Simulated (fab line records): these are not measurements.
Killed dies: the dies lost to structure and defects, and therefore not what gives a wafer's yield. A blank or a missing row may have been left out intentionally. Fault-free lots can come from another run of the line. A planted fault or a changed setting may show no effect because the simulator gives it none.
Split-lot study | flow n5_finfet | route with 1938 steps; 7 lots, 21 wafers read

## ON THE SPLIT
At N5_GATE_CUT_DESCUM_18 (chemistry O2, time 7 s), the setting time_s was moved away from the recipe's 7 s on 6 of the 21 wafers read, by -15.4% to -11.0%. For the rest of the wafers, this setting stayed at what the recipe calls for.

## SPLIT TO READING: what lies between them in the file, 1 step
- N5_GATE_CUT_ETCH_28: etches underlayer in N2/H2, target depth 13 nm, time 10.4 s

## THE READING
CAR-EUV_of_GATE_CUT_COAT_07.thk_nm (the simulator's own value, which no gauge read), in nm, at N5_GATE_CUT_ETCH_36 (etches SiARC in CF4, target depth 13 nm, time 21.7 s). There is no usual value for it anywhere in the file. The 15 wafers here that ran the recipe average 6.9 nm, standard deviation 0.14 nm.

wafer  | tool, chamber at the split | time_s as run, s | against the recipe | CAR-EUV_of_GATE_CUT_COAT_07.thk_nm, nm | against lot-mates on the recipe
L074.3 | rie_diel-05, 1             | 7                | recipe             | 7.2                                    | -
L074.4 | rie_diel-05, 0             | 7                | recipe             | 7                                      | -
L074.6 | rie_diel-05, 3             | 6.229            | -11.0%             | 7.4                                    | +0.3
L077.1 | rie_diel-03, 0             | 7                | recipe             | 7                                      | -
L077.4 | rie_diel-03, 3             | 7                | recipe             | 7                                      | -
L077.5 | rie_diel-03, 0             | 7                | recipe             | 7                                      | -
L080.1 | rie_diel-05, 2,3           | 5.925            | -15.4%             | 7.4                                    | +0.6
L080.4 | rie_diel-05, 2,3           | 5.925            | -15.4%             | 7.4                                    | +0.6
L080.5 | rie_diel-05, 1             | 7                | recipe             | 6.8                                    | -
L081.1 | rie_diel-03, 1             | 7                | recipe             | 6.8                                    | -
L081.2 | rie_diel-03, 3             | 5.998            | -14.3%             | 7.2                                    | +0.5
L081.3 | rie_diel-03, 2             | 7                | recipe             | 6.6                                    | -
L085.1 | rie_diel-01, 0             | 6.012            | -14.1%             | 7.4                                    | +0.6
L085.4 | rie_diel-01, 3             | 7                | recipe             | 6.8                                    | -
L085.6 | rie_diel-01, 3             | 7                | recipe             | 6.8                                    | -
L093.2 | rie_diel-03, 1,2,3         | 7                | recipe             | 7                                      | -
L093.4 | rie_diel-03, 1,2,3         | 7                | recipe             | 6.8                                    | -
L093.5 | rie_diel-03, 1,2,3         | 7                | recipe             | 6.8                                    | -
L097.1 | rie_diel-01, 1,2           | 7                | recipe             | 7                                      | -
L097.2 | rie_diel-01, 1,2           | 7                | recipe             | 7                                      | -
L097.6 | rie_diel-01, 2             | 6.222            | -11.1%             | 7.2                                    | +0.2
The file does not say which wafer passed through which chamber wherever a row lists several chambers: such a row stands for several wafers.

THE FIT
A straight line over all 21 wafers: CAR-EUV_of_GATE_CUT_COAT_07.thk_nm changes by -0.0311 nm for each +1% of time_s; r = -0.83; the points scatter about the line by 0.14 nm.
The same after taking each lot's own level away (the mean of its wafers on the recipe; 21 wafers): -0.0357 nm for each +1%; r = -0.94; scatter 0.082 nm.
On that fit, the largest move of time_s shifts the reading by 0.55 nm.
From 6.70 to 7.10 nm: that is the span of the lots' own levels, equal to 2.8 times the standard deviation above.
In other words, the slope is changed by the lot-to-lot level; the two fits disagree.
Check: +0.528 nm against its lot-mates is what the line predicts for one of the wafers moved furthest among these (-15.4%) when that wafer is left out of the fit. It came out at +0.6 nm against them.

## ADDITIONAL SPLITS CARRIED BY THESE WAFERS
Before the reading, these wafers also passed through other splits. Each is held against what the fit with the lots' levels taken away leaves over:
other split on the same wafers | wafers away from the commonest value | r with CAR-EUV_of_GATE_CUT_COAT_07.thk_nm (lot level and that fit taken away)
N5_GATE_CUT_EXPOSE_10 dose_mj  | 7                                    | -0.06

## THE WHOLE CHAIN: every reading that the file lists as answering this split, in the file's order
step                  | what it does                                                | reading                                                                             | change (the file's fit)                | r (the file's)
N5_GATE_CUT_DESCUM_18 | chemistry O2, time 7 s                                      | CAR-EUV_of_GATE_CUT_COAT_07.thk_nm (the simulator's own value, which no gauge read) | -0.0334 nm for each +1% of the setting | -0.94
N5_GATE_CUT_ETCH_28   | etches underlayer in N2/H2, target depth 13 nm, time 10.4 s | CAR-EUV_of_GATE_CUT_COAT_07.thk_nm (the simulator's own value, which no gauge read) | -0.0304 nm for each +1% of the setting | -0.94
N5_GATE_CUT_ETCH_36   | etches SiARC in CF4, target depth 13 nm, time 21.7 s        | CAR-EUV_of_GATE_CUT_COAT_07.thk_nm (the simulator's own value, which no gauge read) | -0.0343 nm for each +1% of the setting | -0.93

## THE FILE'S OWN FIT
CAR-EUV_of_GATE_CUT_COAT_07.thk_nm changes by -0.0343 nm for each +1% of time_s, r = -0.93.
